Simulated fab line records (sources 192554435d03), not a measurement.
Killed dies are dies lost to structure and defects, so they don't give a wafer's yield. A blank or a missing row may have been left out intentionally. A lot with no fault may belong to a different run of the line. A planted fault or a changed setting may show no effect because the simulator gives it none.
Split-lot trial + flow n5_finfet + 39 wafers read from 7 lots, route of 1938 steps

## ON THE SPLIT
At N5_SD_EPI_P_EPI_21 (deposits SiGe:B, time 355 s), the setting temp_c was moved away from the recipe's 550 C on 12 of the 39 wafers read, by -0.4% to +0.8%. For the rest of the wafers, this setting stayed at what the recipe calls for.

## FROM THE SPLIT TO THE READING: what the file shows between them, 3 steps
- N5_SD_EPI_P_EPI_MEAS_23
- N5_SD_EPI_P_HM_STRIP_48: strips SiNx in H3PO4, material SiNx, target depth 3 nm
- N5_SD_EPI_P_SRD_49: time 30 s

## THE READING
SiGe-B_of_SD_EPI_P_EPI_21.thk_nm (the simulator's own value, which no gauge read), in nm, at N5_SD_EPI_P_PRECLEAN_24 (cleans in O3/DIW, time 45 s). The file gives no usual value for it. Across the 27 wafers here that went through the recipe, the average is 60.8 nm and the standard deviation 0.69 nm.

| wafer  | tool, chamber at the split | temp_c as run, C | against the recipe | SiGe-B_of_SD_EPI_P_EPI_21.thk_nm, nm | against lot-mates on the recipe |
|--------|----------------------------|------------------|--------------------|--------------------------------------|---------------------------------|
| L079.1 | epi_rpcvd-02, 0            | 550              | recipe             | 61                                   | -                               |
| L079.2 | epi_rpcvd-02, 0            | 552.9            | +0.5%              | 65.8                                 | +4.9                            |
| L079.3 | epi_rpcvd-02, 0            | 550              | recipe             | 61.2                                 | -                               |
| L079.4 | epi_rpcvd-02, 0            | 552.9            | +0.5%              | 65.4                                 | +4.5                            |
| L079.5 | epi_rpcvd-02, 0            | 552.9            | +0.5%              | 65.2                                 | +4.3                            |
| L079.6 | epi_rpcvd-02, 0            | 550              | recipe             | 60.6                                 | -                               |
| L082.1 | epi_rpcvd-01, 0            | 550              | recipe             | 61                                   | -                               |
| L082.2 | epi_rpcvd-01, 0            | 550              | recipe             | 60.8                                 | -                               |
| L082.3 | epi_rpcvd-01, 0            | 550              | recipe             | 60.8                                 | -                               |
| L082.5 | epi_rpcvd-01, 0            | 550              | recipe             | 60.8                                 | -                               |
| L082.4 | epi_rpcvd-01, 0            | 550              | recipe             | 60                                   | -                               |
| L082.6 | epi_rpcvd-01, 0            | 550              | recipe             | 60.4                                 | -                               |
| L085.1 | epi_rpcvd-02, 0            | 550              | recipe             | 60.8                                 | -                               |
| L085.6 | epi_rpcvd-02, 0            | 550              | recipe             | 60.8                                 | -                               |
| L085.2 | epi_rpcvd-02, 0            | 550              | recipe             | 60.2                                 | -                               |
| L085.3 | epi_rpcvd-02, 0            | 550              | recipe             | 61.4                                 | -                               |
| L085.5 | epi_rpcvd-02, 0            | 550              | recipe             | 61.4                                 | -                               |
| L085.4 | epi_rpcvd-02, 0            | 550              | recipe             | 60.4                                 | -                               |
| L090.1 | epi_rpcvd-04, 0            | 550              | recipe             | 61.4                                 | -                               |
| L090.3 | epi_rpcvd-04, 0            | 550              | recipe             | 61.2                                 | -                               |
| L090.5 | epi_rpcvd-04, 0            | 550              | recipe             | 60.4                                 | -                               |
| L092.1 | epi_rpcvd-01, 0            | 547.6            | -0.4%              | 56.4                                 | -3.0                            |
| L092.3 | epi_rpcvd-01, 0            | 547.6            | -0.4%              | 56.4                                 | -3.0                            |
| L092.2 | epi_rpcvd-01, 0            | 550              | recipe             | 59.4                                 | -                               |
| L092.4 | epi_rpcvd-01, 0            | 550              | recipe             | 59                                   | -                               |
| L092.5 | epi_rpcvd-01, 0            | 550              | recipe             | 59.8                                 | -                               |
| L092.6 | epi_rpcvd-01, 0            | 547.6            | -0.4%              | 56.6                                 | -2.8                            |
| L093.1 | epi_rpcvd-04, 0            | 554.2            | +0.8%              | 69                                   | +7.3                            |
| L093.2 | epi_rpcvd-04, 0            | 554.2            | +0.8%              | 68.8                                 | +7.1                            |
| L093.3 | epi_rpcvd-04, 0            | 554.2            | +0.8%              | 68                                   | +6.3                            |
| L093.4 | epi_rpcvd-04, 0            | 550              | recipe             | 62.2                                 | -                               |
| L093.5 | epi_rpcvd-04, 0            | 550              | recipe             | 61.2                                 | -                               |
| L093.6 | epi_rpcvd-04, 0            | 550              | recipe             | 61.8                                 | -                               |
| L094.1 | epi_rpcvd-04, 0            | 550              | recipe             | 60.2                                 | -                               |
| L094.2 | epi_rpcvd-04, 0            | 550              | recipe             | 61.2                                 | -                               |
| L094.4 | epi_rpcvd-04, 0            | 550              | recipe             | 61.2                                 | -                               |
| L094.3 | epi_rpcvd-04, 0            | 553.2            | +0.6%              | 65.2                                 | +4.3                            |
| L094.6 | epi_rpcvd-04, 0            | 553.2            | +0.6%              | 65.2                                 | +4.3                            |
| L094.5 | epi_rpcvd-04, 0            | 553.2            | +0.6%              | 65.6                                 | +4.7                            |

FIT RESULTS
A straight line over all 39 wafers: SiGe-B_of_SD_EPI_P_EPI_21.thk_nm changes by +9.41 nm for each +1% of temp_c; r = +0.97; the points scatter about the line by 0.69 nm.
The same after taking each lot's own level away (the mean of its wafers on the recipe; 39 wafers): +8.19 nm for each +1%; r = +0.99; scatter 0.45 nm.
That fit puts the effect of the largest move of temp_c on the reading at 6.3 nm.
The lots' own levels span 59.40 to 61.73 nm, that is 3.4 times the standard deviation above.
In other words, the slope is changed by the lot-to-lot level; the two fits disagree.
Check: +6.19 nm against its lot-mates is what the line predicts for one of the wafers moved furthest among these (+0.8%) when that wafer is left out of the fit. Against them it came out at +7.27 nm.

## THE OTHER SPLITS THESE WAFERS WENT THROUGH
Other splits were also applied to these wafers ahead of the reading. Each is held against what the fit with the lots' levels taken away leaves over:
| other split on the same wafers  | wafers away from the commonest value | r with SiGe-B_of_SD_EPI_P_EPI_21.thk_nm (lot level and that fit taken away) |
|---------------------------------|--------------------------------------|-----------------------------------------------------------------------------|
| N5_DUMMY_GATE_EXPOSE_12 dose_mj | 15                                   | +0.12                                                                       |
| N5_DUMMY_GATE_ETCH_37 source_w  | 15                                   | +0.14                                                                       |
| N5_SPACER0_ALD_00 ald_cycles    | 18                                   | +0.12                                                                       |

## THE WHOLE CHAIN: every reading that the file lists as answering this split, in the file's order
| step                    | what it does                | reading                                                                           | change (the file's fit)              | r (the file's) |
|-------------------------|-----------------------------|-----------------------------------------------------------------------------------|--------------------------------------|----------------|
| N5_SD_EPI_P_EPI_21      | deposits SiGe:B, time 355 s | SiGe-B_of_SD_EPI_P_EPI_21.thk_nm (the simulator's own value, which no gauge read) | +8.17 nm for each +1% of the setting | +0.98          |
| N5_SD_EPI_P_EPI_MEAS_23 |                             | thk_nm                                                                            | withheld for each +1% of the setting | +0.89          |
| N5_SD_EPI_P_PRECLEAN_24 | cleans in O3/DIW, time 45 s | SiGe-B_of_SD_EPI_P_EPI_21.thk_nm (the simulator's own value, which no gauge read) | +8.28 nm for each +1% of the setting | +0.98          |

## FILE'S OWN FIT
SiGe-B_of_SD_EPI_P_EPI_21.thk_nm changes by +8.28 nm for each +1% of temp_c, r = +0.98.
